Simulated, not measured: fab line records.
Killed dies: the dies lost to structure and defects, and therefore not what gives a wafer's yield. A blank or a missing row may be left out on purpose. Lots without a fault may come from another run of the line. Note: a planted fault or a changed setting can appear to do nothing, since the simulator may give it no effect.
fab line records	flow nandHarc
record lots=6	wafers=18	lastDay=33
route steps=1302 shown P_M2@328 P_BONDPAD@351 END@1302
lots with no fault: from the same line, run without faults
startH: hours from the record's first day to the start of the lot's first wafer shown	waitH: hours elapsed since this lot's preceding step	" as in the row above	L1.1+2: one row covering several wafers at once	- no value present, or no start provided	* or withheld: withheld	< > ~ a bound
route shown NAME@n: names a module that has steps shown in the file, with the first one's number in the route	usual: mean and standard deviation over wafers with no fault	same: alike in all rows	chamber/n: place in a boat	sites: the reading at each site	_std_site: the values' standard deviation	_edge_site: the outer-site mean with the inner-site mean subtracted	radiusMm: for every site, how far away it sits from the centre of the wafer	mask NAME#n: copy n	behind: the most recent tool/chamber to have shaped the wafer	hold: the reason the lot was held/the length of the hold in hours/how it ended	device: which transistor (n, p or np) failed to switch	end of line: tests of these same wafers at the route's end	a step given without rows: its recipe and nothing more	killed: dies lost to structure and defects at the first sort, not the wafer's yield	map: per-die view of a wafer (x killed, . not killed, _ where there is no die)
set.NAME: the run value of the setting; set.NAME@STEP: its run value at that earlier step	model.NAME: the simulator's own value behind a step, which no gauge read
lots at some steps of the route; a table a step, a row a wafer
services: the hour from which a tool's chamber was out of use, counted from the record's first day as startH (under 0 if before that day), plus the number of hours and why
## steps
# step NHARC_P_M2_CD_MEAS_09
# recipe targetCdNm=170	landingEnergyEv=500
# usual cdNm=169.8/0.7
lot.wafer	tool	chamber	startH	waitH	cdNm
L942.2	cdSem-02	0	162.38	-	169.8
L942.3	"	0	"	"	170.4
L942.6	"	0	"	"	170.2
L945.1	cdSem-03	0	186.80	-	170.8
L945.2	"	0	"	"	169.0
L945.5	"	0	"	"	170.3
L947.4	cdSem-02	0	208.48	-	169.9
L947.5	"	0	"	"	169.4
L947.6	"	0	"	"	169.4
L948.2	cdSem-01	0	223.56	-	168.7
L948.4	"	0	"	"	170.3
L948.5	"	0	"	"	169.6
L957.4	cdSem-02	0	318.40	-	168.8
L957.5	"	0	"	"	168.5
L957.6	"	0	"	"	168.1
L961.3	cdSem-02	0	353.20	-	170.0
L961.4	"	0	"	"	169.8
L961.6	"	0	"	"	169.2
# step NHARC_P_M2_OVL_MEAS_10
# recipe pitchNm=340
# usual overlayXNm=-0.1/0.87	overlayYNm=0.0/0.99
lot.wafer	tool	chamber	startH	waitH	overlayXNm	overlayYNm
L942.2	overlay-01	-	162.46	-	-0.8	-0.4
L942.3	"	-	"	"	-0.6	-0.3
L942.6	"	-	"	"	-0.3	-0.2
L945.1	overlay-01	-	186.89	-	-0.2	-2.3
L945.2	"	-	"	"	0.1	-1.7
L945.5	"	-	"	"	0.5	-1.8
L947.4	overlay-01	-	208.56	-	0.4	1.4
L947.5	"	-	"	"	0.7	1.3
L947.6	"	-	"	"	0.9	1.5
L948.2	overlay-02	-	223.64	-	-1.2	-0.9
L948.4	"	-	"	"	-0.8	-1.2
L948.5	"	-	"	"	-0.1	-1.3
L957.4	overlay-02	-	318.48	-	-0.3	-0.4
L957.5	"	-	"	"	-0.1	-0.5
L957.6	"	-	"	"	0.1	0.1
L961.3	overlay-01	-	353.29	-	-1.0	1.0
L961.4	"	-	"	"	-0.9	1.1
L961.6	"	-	"	"	-0.7	0.8
# step NHARC_P_M2_INSPECT_11
# usual rawDefectCount=4.2/2.9
lot.wafer	tool	chamber	startH	waitH	rawDefectCount
L942.2	defectInspect-02	-	162.50	0.0	4
L942.3	"	-	"	"	4
L942.6	"	-	"	"	13
L945.1	defectInspect-01	-	186.93	0.0	9
L945.2	"	-	"	"	9
L945.5	"	-	"	"	10
L947.4	defectInspect-01	-	208.60	0.0	3
L947.5	"	-	"	"	4
L947.6	"	-	"	"	7
L948.2	defectInspect-01	-	223.68	0.0	6
L948.4	"	-	"	"	3
L948.5	"	-	"	"	4
L957.4	defectInspect-02	-	318.52	0.0	3
L957.5	"	-	"	"	2
L957.6	"	-	"	"	3
L961.3	defectInspect-02	-	353.32	0.0	4
L961.4	"	-	"	"	2
L961.6	"	-	"	"	5
# step NHARC_P_M2_DESCUM_14
# recipe timeS=3	o2FlowSccm=200	arFlowSccm=0	biasPowerW=0	chemistry=O2
# step NHARC_P_M2_ETCH_35
# recipe targetDepthA=400	overetchA=120	timeS=43.94	ionEnergyEv=200	n2FlowSccm=150	h2FlowSccm=150	arFlowSccm=0	rfW=400	biasW=150	chemistry=N2/H2
# usual drypumpMotorCurrentA=5.7/0.4	mfcArSccm=0.004/0.0065	oesProductAu=0.997/0.0095	rfVppV=431.1/2.5	showerheadPlenumPTorr=2.06/0.081	throttleValvePct=14.171/0.0094
lot.wafer	tool	chamber	startH	waitH	drypumpMotorCurrentA	mfcArSccm	oesProductAu	rfHoursCounterH	rfVppV	showerheadPlenumPTorr	throttleValvePct
L942.3	rieDiel-03	3	162.65	0.1	5.3	0	1.007	4.0	431.1	2.07	14.178
L942.2	"	0	"	"	5.2	0.011	0.984	3.7	434.5	2.15	14.187
L942.6	"	2	"	"	6.3	0.006	1.000	-	431.4	2.07	14.180
L945.1	rieDiel-03	1	187.08	0.1	6.0	0	0.997	4.0	427.8	1.95	14.171
L945.2	"	2	"	"	6.3	0.006	1.012	4.3	431.6	2.07	14.166
L945.5	"	1	"	"	6.0	0	0.992	-	425.6	1.95	14.179
L947.4	rieDiel-11	1	208.75	0.1	5.6	0	0.999	5.6	433.3	2.16	14.158
L947.5	"	0	"	"	5.6	0.019	1.000	-	431.1	2.00	14.182
L947.6	"	1	"	"	5.5	0	0.985	-	433.5	2.16	14.161
L948.2	rieDiel-03	2	223.84	0.1	6.3	0.006	0.995	7.6	431.2	2.07	14.163
L948.5	"	2	"	"	6.3	0.006	1.001	-	431.0	2.07	14.166
L948.4	"	3	"	"	5.3	0	0.999	-	431.0	2.07	14.161
L957.4	rieDiel-05	1	318.68	0.1	5.4	0	0.984	5.2	433.2	2.12	14.174
L957.5	"	2	"	"	5.6	0	0.995	-	429.5	1.97	14.178
L957.6	"	3	"	"	6.2	0	0.988	-	431.8	2.11	14.158
L961.4	rieDiel-11	2	353.47	0.1	5.3	0	0.998	4.9	427.9	1.99	14.177
L961.3	"	3	"	"	6.0	0	0.986	4.9	427.3	1.92	14.156
L961.6	"	1	"	"	5.5	0	1.014	-	433.6	2.16	14.177
# step NHARC_P_M2_ETCH_15
# recipe targetDepthA=1825	timeS=91.2	c4f8FlowSccm=withheld	arFlowSccm=400	rfW=600	biasW=300	chemistry=C4F8/Ar
# step NHARC_P_M2_CD_MEAS_16
# usual cdNm=169.9/0.86
lot.wafer	tool	chamber	startH	waitH	cdNm
L942.2	cdSem-03	-	162.86	-	169.2
L942.3	"	-	"	"	169.8
L942.6	"	-	"	"	169.8
L945.1	cdSem-01	-	187.29	-	170.9
L945.2	"	-	"	"	170.3
L945.5	"	-	"	"	169.9
L947.4	cdSem-02	-	208.97	-	170.3
L947.5	"	-	"	"	170.9
L947.6	"	-	"	"	170.4
L948.2	cdSem-02	-	224.09	-	168.3
L948.4	"	-	"	"	170.0
L948.5	"	-	"	"	169.7
L957.4	cdSem-01	-	318.89	-	168.7
L957.5	"	-	"	"	169.3
L957.6	"	-	"	"	167.4
L961.3	cdSem-02	-	353.69	-	170.2
L961.4	"	-	"	"	170.4
L961.6	"	-	"	"	170.5
# step NHARC_P_M2_STRIP_18
# recipe powerW=1000	n2FlowSccm=150	h2FlowSccm=150	arFlowSccm=0	biasW=0	chemistry=N2/H2
# step NHARC_P_M2_ETCH_28
# recipe targetDepthA=300	overEtchFrac=0.3	timeS=72.99	ionEnergyEv=150	cf4FlowSccm=50	n2FlowSccm=100	arFlowSccm=150	rfW=300	biasW=100	chemistry=CF4/N2
# usual drypumpMotorCurrentA=5.7/0.37	mfcArSccm=150.0/0.46	oesProductAu=0.996/0.01	rfVppV=314.8/1.9	showerheadPlenumPTorr=2.66/0.098	throttleValvePct=19.795/0.0094
lot.wafer	tool	chamber	startH	waitH	drypumpMotorCurrentA	mfcArSccm	oesProductAu	rfHoursCounterH	rfVppV	showerheadPlenumPTorr	throttleValvePct
L942.2	rieDiel-03	0	-	-	5.2	150.6	0.977	3.8	318.6	2.76	19.795
L942.3	"	2	"	"	6.4	150.0	1.005	3.9	315.1	2.66	19.797
L942.6	"	0	"	"	5.2	150.4	0.992	-	317.8	2.76	19.799
L945.1	rieDiel-05	1	-	-	5.4	149.5	0.984	6.1	316.0	2.73	19.794
L945.2	"	3	"	"	6.2	149.5	1.006	6.6	316.0	2.71	19.783
L945.5	"	2	"	"	5.6	149.4	1.000	-	313.1	2.54	19.800
L947.4	rieDiel-05	0	-	-	5.2	149.7	1.001	8.5	316.0	2.79	19.794
L947.5	"	1	"	"	5.4	149.9	0.988	-	315.4	2.73	19.790
L947.6	"	2	"	"	5.6	150.4	1.001	-	312.5	2.54	19.787
L948.2	rieDiel-05	0	-	-	5.2	149.4	0.996	8.9	317.3	2.79	19.804
L948.5	"	3	"	"	6.2	150.5	0.998	-	316.2	2.71	19.795
L948.4	"	1	"	"	5.4	150.4	0.991	-	316.3	2.73	19.796
L957.4	rieDiel-11	0	-	-	5.6	150.4	0.987	3.0	313.0	2.58	19.794
L957.6	"	1	"	"	5.5	150.5	1.015	-	315.9	2.77	19.806
L957.5	"	2	"	"	5.3	150.5	1.007	-	313.1	2.57	19.807
L961.4	rieDiel-11	1	-	-	5.6	150.9	1.014	5.0	317.0	2.77	19.782
L961.3	"	3	"	"	6.0	150.6	0.996	4.9	311.2	2.49	19.794
L961.6	"	0	"	"	5.6	149.4	0.988	-	314.0	2.58	19.801
# step NHARC_P_M2_STRIP_19
# recipe timeS=600	tempC=30	chemistry=postEtchResidueRemover
# step NHARC_P_M2_DEGAS_29
# recipe tempC=250	timeS=60
# usual heaterPowerW=335/39
lot.wafer	tool	chamber	startH	waitH	heaterPowerW
L942.3	pvdSputter-02	-	163.57	-	347
L942.2	"	-	"	"	272
L942.6	"	-	"	"	347
L945.2	pvdSputter-01	-	188.01	-	346
L945.1	"	-	"	"	324
L945.5	"	-	"	"	350
L947.4	pvdSputter-01	-	209.69	-	347
L947.6	"	-	"	"	296
L947.5	"	-	"	"	386
L948.4	pvdSputter-01	-	224.89	-	342
L948.2	"	-	"	"	320
L948.5	"	-	"	"	300
L957.4	pvdSputter-03	-	319.62	-	309
L957.5	"	-	"	"	302
L957.6	"	-	"	"	401
L961.3	pvdSputter-02	-	354.41	-	316
L961.4	"	-	"	"	331
L961.6	"	-	"	"	337
# step NHARC_P_M2_PRE_CLEAN_30
# recipe timeS=30	tempC=280	gas=H2/He
# step NHARC_P_M2_PVD_20
# recipe targetThkA=50	biasV=168.6	powerW=15000	chamberPressurePa=0.12	timeS=8.06	substrateTempC=50	material=TaN
# usual throttleValvePct=29.8/1.1
lot.wafer	tool	chamber	startH	waitH	throttleValvePct
L942.2	pvdSputter-02	-	163.70	-	29.2
L942.3	"	-	"	"	28.4
L942.6	"	-	"	"	29.1
L945.1	pvdSputter-01	-	188.13	-	29.9
L945.2	"	-	"	"	31.7
L945.5	"	-	"	"	29.8
L947.4	pvdSputter-01	-	209.82	-	29.8
L947.5	"	-	"	"	28.4
L947.6	"	-	"	"	31.8
L948.2	pvdSputter-01	-	225.01	-	29.8
L948.4	"	-	"	"	28.6
L948.5	"	-	"	"	29.6
L957.4	pvdSputter-03	-	319.71	-	28.6
L957.5	"	-	"	"	28.7
L957.6	"	-	"	"	30.5
L961.4	pvdSputter-02	-	354.54	-	29.5
L961.3	"	-	"	"	28.4
L961.6	"	-	"	"	32.1
# step NHARC_P_M2_PVD_21
# recipe targetThkA=300	chamberPressurePa=5	powerW=5000	substrateTempC=30	timeS=20.49	material=Cu
# step NHARC_P_M2_ECD_22
# recipe targetThkA=4000	bathTempC=25	material=Cu
# step NHARC_P_M2_ANNEAL_31
# recipe tempC=225	timeS=90
# step NHARC_P_M2_CMP_23
# recipe tOverpolishS=20	targetThkNm=144.3
# step NHARC_P_M2_THK_MEAS_24
# recipe thkMeasGauge=xrf
# usual thkNm=144.3/1.8
lot.wafer	tool	chamber	startH	waitH	thkNm
L942.2	filmMetro-01	-	164.97	-	144.3
L942.3	"	-	"	"	146.1
L942.6	"	-	"	"	143.4
L945.1	filmMetro-02	-	189.41	-	145.3
L945.2	"	-	"	"	141.8
L945.5	"	-	"	"	142.9
L947.4	filmMetro-01	-	211.08	-	144.7
L947.5	"	-	"	"	140.9
L947.6	"	-	"	"	144.6
L948.2	filmMetro-02	-	226.28	-	142.6
L948.4	"	-	"	"	145.2
L948.5	"	-	"	"	144.0
L957.4	filmMetro-01	-	321.00	-	145.8
L957.5	"	-	"	"	142.7
L957.6	"	-	"	"	147.7
L961.3	filmMetro-02	-	355.83	-	145.1
L961.4	"	-	"	"	145.6
L961.6	"	-	"	"	145.7
# step NHARC_P_M2_SRD_25
# step NHARC_P_M2_PRE_CLEAN_32
# recipe timeS=12	tempC=370	rfPowerW=300	gas=NH3
# step NHARC_P_M2_DEP_33
# recipe targetThkA=300	tempC=370	targetThkNm=30	pressureTorr=3	flowSccm=200	rfW=450	material=SiCN
# step NHARC_P_BONDPAD_DEP_00
# recipe targetThkA=2500	tempC=370	targetThkNm=250	pressureTorr=3	flowSccm=200	rfW=450	material=SiCN
# step NHARC_P_BONDPAD_CMP_32
# recipe targetThkNm=200	material=SiCN
# step NHARC_P_BONDPAD_THK_MEAS_33
# recipe thkMeasGauge=ellipsometry
# usual thkNm=200.2/1.5
lot.wafer	tool	chamber	startH	waitH	thkNm
L942.2	filmMetro-01	-	166.34	0.2	201.2
L942.3	"	-	"	"	197.2
L942.6	"	-	"	"	196.9
L945.1	filmMetro-01	-	190.85	0.2	200.1
L945.2	"	-	"	"	202.3
L945.5	"	-	"	"	198.1
L947.4	filmMetro-01	-	212.45	0.2	201.4
L947.5	"	-	"	"	201.4
L947.6	"	-	"	"	199.6
L948.2	filmMetro-02	-	227.64	0.2	200.5
L948.4	"	-	"	"	200.3
L948.5	"	-	"	"	200.0
L957.4	filmMetro-01	-	322.37	0.2	198.1
L957.5	"	-	"	"	197.8
L957.6	"	-	"	"	199.1
L961.3	filmMetro-01	-	357.38	0.2	201.4
L961.4	"	-	"	"	198.9
L961.6	"	-	"	"	200.0
# step NHARC_P_BONDPAD_SRD_34
# step NHARC_P_BONDPAD_DEHYDRATE_01
# recipe tempC=150	timeS=120
# step NHARC_P_BONDPAD_HMDS_02
# recipe timeS=30
# step NHARC_P_BONDPAD_COAT_36
# recipe tempC=200	timeS=65
# step NHARC_P_BONDPAD_COAT_03
# recipe spinRpm=2000	resistThkNm=600
# step NHARC_P_BONDPAD_SOFTBAKE_04
# recipe tempC=125	timeS=70
# step NHARC_P_BONDPAD_EBR_05
# step NHARC_P_BONDPAD_EXPOSE_06
# recipe na=0.55	doseMj=37.06	maskId=P_BPAD
# step NHARC_P_BONDPAD_PEB_07
# recipe pebTempC=128	pebTimeS=80
# step NHARC_P_BONDPAD_DEVELOP_08
# recipe timeS=50	devTempC=22
# step NHARC_P_BONDPAD_CD_MEAS_09
# recipe targetCdNm=500	landingEnergyEv=500
# usual cdNm=500.2/2
lot.wafer	tool	chamber	startH	waitH	cdNm
L942.2	cdSem-02	0	166.78	-	502.2
L942.3	"	0	"	"	502.3
L942.6	"	0	"	"	501.2
L945.1	cdSem-01	0	191.29	-	498.9
L945.2	"	0	"	"	499.3
L945.5	"	0	"	"	497.7
L947.4	cdSem-02	0	212.90	-	499.3
L947.5	"	0	"	"	498.8
L947.6	"	0	"	"	499.6
L948.2	cdSem-01	0	228.21	-	503.0
L948.4	"	0	"	"	501.6
L948.5	"	0	"	"	500.3
L957.4	cdSem-03	0	322.82	-	500.1
L957.5	"	0	"	"	501.7
L957.6	"	0	"	"	503.6
L961.3	cdSem-03	0	357.82	-	503.7
L961.4	"	0	"	"	500.4
L961.6	"	0	"	"	500.5
# step NHARC_P_BONDPAD_OVL_MEAS_38
# usual overlayXNm=0/5.1	overlayYNm=-2/6
lot.wafer	tool	chamber	startH	waitH	overlayXNm	overlayYNm
L942.2	overlay-01	-	166.87	-	-7	7
L942.3	"	-	"	"	-7	6
L942.6	"	-	"	"	-7	6
L945.1	overlay-02	-	191.38	-	2	-2
L945.2	"	-	"	"	3	-1
L945.5	"	-	"	"	3	-1
L947.4	overlay-01	-	212.98	-	6	0
L947.5	"	-	"	"	6	0
L947.6	"	-	"	"	6	0
L948.2	overlay-02	-	228.30	-	-1	-15
L948.4	"	-	"	"	-1	-14
L948.5	"	-	"	"	-1	-14
L957.4	overlay-01	-	322.90	-	4	1
L957.5	"	-	"	"	5	1
L957.6	"	-	"	"	5	1
L961.3	overlay-01	-	357.90	-	-7	12
L961.4	"	-	"	"	-8	12
L961.6	"	-	"	"	-7	12
# step NHARC_P_BONDPAD_HARDBAKE_10
# recipe tempC=118	timeS=65
# step NHARC_P_BONDPAD_DESCUM_11
# recipe timeS=3	o2FlowSccm=200	arFlowSccm=0	biasPowerW=0	chemistry=O2
# step NHARC_P_BONDPAD_ETCH_37
# recipe targetDepthA=600	overetchA=180	timeS=65.91	ionEnergyEv=200	n2FlowSccm=150	h2FlowSccm=150	arFlowSccm=0	rfW=400	biasW=150	chemistry=N2/H2
# usual drypumpMotorCurrentA=5.7/0.56	mfcArSccm=0.010/0.011	oesProductAu=1.004/0.01	rfVppV=430.1/2.5	showerheadPlenumPTorr=2.03/0.084	throttleValvePct=14.172/0.0091
lot.wafer	tool	chamber	startH	waitH	drypumpMotorCurrentA	mfcArSccm	oesProductAu	rfHoursCounterH	rfVppV	showerheadPlenumPTorr	throttleValvePct
L942.3	rieDiel-12	1	167.08	0.1	6.2	0.011	0.992	2.7	429.6	2.02	14.172
L942.2	"	0	"	"	5.5	0	0.999	4.3	433.9	2.15	14.160
L942.6	"	1	"	"	6.2	0.011	0.995	-	428.9	2.02	14.172
L945.2	rieDiel-13	3	191.59	0.1	6.3	0	1.016	0.8	432.8	2.10	14.172
L945.1	"	2	"	"	5.0	0.012	0.995	0.7	424.8	1.90	14.178
L945.5	"	3	"	"	6.3	0	1.016	-	432.1	2.10	14.171
L947.4	rieDiel-13	3	213.21	0.1	6.2	0	1.018	1.3	431.0	2.10	14.193
L947.6	"	0	"	"	5.2	0	1.015	-	431.0	2.08	14.158
L947.5	"	1	"	"	6.7	0.028	0.998	-	431.2	2.07	14.158
L948.4	rieDiel-13	0	228.52	0.1	5.2	0	0.997	2.1	432.8	2.08	14.185
L948.2	"	1	"	"	6.7	0.028	1.001	2.0	430.8	2.07	14.174
L948.5	"	3	"	"	6.3	0	1.013	-	433.2	2.10	14.176
L957.4	rieDiel-13	1	323.11	0.1	6.7	0.028	1.007	4.6	431.4	2.07	14.159
L957.5	"	0	"	"	5.2	0	1.019	-	431.9	2.07	14.178
L957.6	"	1	"	"	6.7	0.028	1.007	-	431.9	2.07	14.183
L961.3	rieDiel-12	2	358.12	0.1	5.1	0	1.003	4.2	426.8	1.94	14.156
L961.4	"	3	"	"	5.9	0.025	1.000	4.7	429.5	1.94	14.182
L961.6	"	1	"	"	6.2	0.011	1.004	-	428.8	2.01	14.182
# step NHARC_P_BONDPAD_ETCH_12
# recipe targetDepthA=2000	timeS=100	chf3FlowSccm=50	o2FlowSccm=10	arFlowSccm=200	rfW=500	biasW=200	chemistry=CHF3/O2
# usual drypumpMotorCurrentA=5.7/0.57	mfcArSccm=200.0/0.6	o2FlowSccm=10.00/0.031	oesProductAu=0.944/0.023	rfVppV=370.2/2.1	showerheadPlenumPTorr=2.39/0.093	throttleValvePct=20.573/0.0082
lot.wafer	tool	chamber	startH	waitH	drypumpMotorCurrentA	mfcArSccm	o2FlowSccm	oesProductAu	rfHoursCounterH	rfVppV	showerheadPlenumPTorr	throttleValvePct
L942.2	rieDiel-12	1	-	-	6.3	199.2	10.00	0.921	2.7	370.2	2.38	20.570
L942.3	"	3	"	"	5.9	200.7	10.04	0.927	4.0	366.9	2.30	20.579
L942.6	"	1	"	"	6.3	199.9	9.98	0.916	-	368.7	2.38	20.573
L945.1	rieDiel-13	2	-	-	5.0	200.2	10.01	0.962	0.7	367.3	2.25	20.560
L945.2	"	3	"	"	6.3	199.9	10.00	0.984	0.8	371.9	2.47	20.581
L945.5	"	1	"	"	6.7	199.0	9.98	0.959	-	371.2	2.44	20.574
L947.4	rieDiel-13	2	-	-	5.0	201.1	10.03	0.922	1.3	368.0	2.25	20.557
L947.6	"	1	"	"	6.7	200.9	10.00	0.917	-	370.5	2.44	20.575
L947.5	"	2	"	"	5.0	200.5	9.97	0.930	-	367.6	2.25	20.576
L948.4	rieDiel-13	2	-	-	5.0	200.4	9.99	0.922	1.8	367.0	2.25	20.582
L948.2	"	0	"	"	5.2	200.2	10.05	0.942	2.2	371.8	2.44	20.575
L948.5	"	3	"	"	6.3	199.6	10.00	0.933	-	372.0	2.47	20.562
L957.4	rieDiel-13	2	-	-	5.0	200.1	10.08	0.925	4.0	366.2	2.25	20.574
L957.6	"	1	"	"	6.7	200.3	10.01	0.936	-	371.7	2.44	20.582
L957.5	"	2	"	"	5.0	200.5	10.02	0.922	-	368.3	2.25	20.575
L961.3	rieDiel-12	3	-	-	5.9	200.2	10.02	0.922	4.7	367.4	2.30	20.573
L961.4	"	2	"	"	5.2	199.1	9.95	0.923	4.2	367.8	2.29	20.571
L961.6	"	3	"	"	5.9	200.3	9.98	0.929	-	368.0	2.30	20.572
# step NHARC_END_SORT_01
# recipe tempC=25
# usual defectLimitedYield=91/3.1	killedAtArray=57/20	killedAtOther=1.0/1.5	killedAtPeriphery=3.5/2.5	killedDies=62/21	killedOpen=3.5/1.9	killedShort=2.4/1.6
# same grossDies=677
lot.wafer	tool	chamber	startH	waitH	defectLimitedYield[%]	killedAtArray	killedAtOther	killedAtPeriphery	killedDies	killedOpen	killedShort
L947.4	prober-01	0	647.98	3.4	75	78	2	92	172	7	3
L947.5	prober-01	0	648.79	3.7	84	69	0	42	111	4	1
L947.6	prober-01	0	649.59	4.0	78	72	1	75	148	3	1
L948.2	prober-02	0	663.26	2.8	81	78	2	52	132	5	2
L948.4	prober-02	0	664.86	3.4	81	87	3	42	132	5	1
L948.5	prober-02	0	665.66	3.7	76	68	2	95	165	5	1
# killed by level:class
L947.4 P_M2:unspecified=89 A_CHANNEL_HOLE_D2:chamberFilmFlake=34 A_SLIT:chamberFilmFlake=23 A_CHANNEL_HOLE_D1:chamberFilmFlake=5 A_WL_FILL:chamberFilmFlake=3 A_DECK1_JOINT:chamberFilmFlake=2 THIN_TSV:chamberFilmFlake=2 P_GATE:geometricParticle:open=1
L947.5 P_M2:unspecified=39 A_CHANNEL_HOLE_D2:chamberFilmFlake=32 A_SLIT:chamberFilmFlake=23 A_CHANNEL_HOLE_D1:chamberFilmFlake=5 P_ZERO_WELL:chamberFilmFlake=2 A_CHANNEL_FILL_D1:chamberFilmFlake=2 A_DECK1_JOINT:chamberFilmFlake=2 P_M1:geometricParticle:open=1
L947.6 P_M2:unspecified=68 A_SLIT:chamberFilmFlake=29 A_CHANNEL_HOLE_D2:chamberFilmFlake=27 A_CHANNEL_HOLE_D1:chamberFilmFlake=6 P_GATE:chamberFilmFlake=4 A_WL_FILL:chamberFilmFlake=3 A_CONTACT:chamberFilmFlake=3 P_GATE:geometricParticle:short=1
L948.2 P_M2:unspecified=45 A_CHANNEL_HOLE_D1:chamberFilmFlake=35 A_SLIT:chamberFilmFlake=26 A_CHANNEL_HOLE_D2:chamberFilmFlake=10 P_M0:geometricParticle:open=2 P_ZERO_WELL:chamberFilmFlake=2 A_CONTACT:chamberFilmFlake=2 THIN_TSV:chamberFilmFlake=2
L948.4 P_M2:unspecified=38 A_CHANNEL_HOLE_D1:chamberFilmFlake=31 A_SLIT:chamberFilmFlake=22 A_CHANNEL_HOLE_D2:chamberFilmFlake=17 A_CONTACT:chamberFilmFlake=11 THIN_TSV:chamberFilmFlake=3 P_M0:geometricParticle:open=1 A_ONON_D1:geometricParticle:short=1
L948.5 P_M2:unspecified=91 A_CHANNEL_HOLE_D1:chamberFilmFlake=25 A_SLIT:chamberFilmFlake=21 A_CHANNEL_HOLE_D2:chamberFilmFlake=11 A_CONTACT:chamberFilmFlake=5 A_STAIRCASE:chamberFilmFlake=2 THIN_TSV:chamberFilmFlake=2 P_M0:geometricParticle:open=1
# map L947.4 (x killed, . not)
____________.____________
_________x......_________
_______.......x..._______
______...........x.______
_____x...........x.._____
____........x........____
____.....x...........____
___...........x.......___
___............xxx....___
__...........x.xx..x...__
__x...........x.xxxxx..__
_..............xxxxx.x.._
_...............xxxx...._
_........x.....xxxx....._
_........x.....x..xxx..._
_.....xxxx.....x........_
x..x..xxxxxx..xxxx.......
....x.xxxxxx.x.....x.....
.....xxxxxxxx.....x......
....xxxxxxxxx.x..........
....xxxxxxxxxx........x..
_x.xxxxxxxxxx.....x....._
_xxxxxxxxxxxx..........._
_xxxxxxxxxxxxx.........._
_.xxxxxxxxxxx..........._
_.xxxxxxxxx.x.x........._
__x....xxxx.x..........__
__xxxx...x.............__
___...x..x............___
___...................___
____....x............____
____.................____
_____..............._____
______....x........______
_______..........._______
_________......._________
____________.____________
# map L948.5 (x killed, . not)
____________.____________
_________......._________
_______.........xx_______
______......x..xxxx______
_____.........x.xxxx_____
____............xxx..____
____..........xxxxx..____
___......x.....xx.x...___
___.............x.....___
__............x........__
__.........x......x....__
_......................._
_.......x..............._
_....x.x..x............._
_........x.............._
_.......xxx............._
....x.xxxxxx.....x.......
.....x.xxxxx.............
......xxxxxxxxx..........
...x.xxxxxxxx............
..xxxxxxxxxxx.x..........
_.xxxxxxxxxxxx.x........_
_xxxxxxxxxxxxx.....x...._
_.xxxxxxxxxxx..........._
_xxxxxxxxxxxxx..x......._
_xxxxxxxxxxx............_
__xxxx.xxxxx...........__
__xxx..x...............__
___xxx................___
___..xxx.x............___
____.................____
____.................____
_____........x......_____
______.......x.....______
_______..........._______
_________......._________
____________.____________
## services
tool	chamber	startH	hours	kind
rieDiel-13	-	165.00	9.0	pm
rieDiel-05	2	172.28	2.9	repair
rieDiel-12	-	186.01	0.2	repair
rieDiel-03	0	188.63	15.4	repair
rieDiel-05	2	213.12	16.3	repair
pvdSputter-01	-	221.51	3.1	repair
rieDiel-03	1	221.70	13.1	repair
pvdSputter-01	-	226.00	10.0	pm
rieDiel-05	-	229.71	9.0	pm
rieDiel-13	1	230.34	1.8	repair
rieDiel-13	2	251.72	6.6	repair
rieDiel-11	-	257.47	9.0	pm
rieDiel-12	-	268.40	9.0	pm
rieDiel-05	-	270.64	0.6	repair
rieDiel-03	-	281.30	9.0	pm
pvdSputter-02	-	282.14	10.0	pm
rieDiel-12	1	287.32	1.9	repair
rieDiel-05	0	288.36	4.4	repair
rieDiel-13	2	302.28	3.7	repair
rieDiel-11	1	305.50	6.5	repair
rieDiel-13	2	314.62	6.3	repair
rieDiel-13	0	326.27	3.7	repair
pvdSputter-01	-	334.26	2.5	repair
rieDiel-13	-	342.00	9.0	pm
## key
firstSign step=NHARC_END_SORT_01	reading=killedAtPeriphery	direction=up	sigmas=25	usual=3.5	struck=66.3
effect step=NHARC_END_SORT_01	reading=defectLimitedYield	direction=down	sigmas=3.9	usual=91	struck=79	wafersMoved=5
moreKillsBornAt NHARC_P_M2_PVD_20@pvdSputter-01=370
metAt NHARC_P_M2_PVD_20
struckWafers L947.4,L947.5,L947.6,L948.2,L948.4,L948.5
onsetBetween 188.13 209.82
alsoFits NHARC_P_M2_ETCH_28:rieDiel-05,NHARC_P_M2_DEGAS_29:pvdSputter-01
fault kind=chamberParticleSource	tool=pvdSputter-01	chamber=-	onsetH=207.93	steps=NHARC_P_M2_PVD_20	ratePerVisitCm2=1.063	endH=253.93
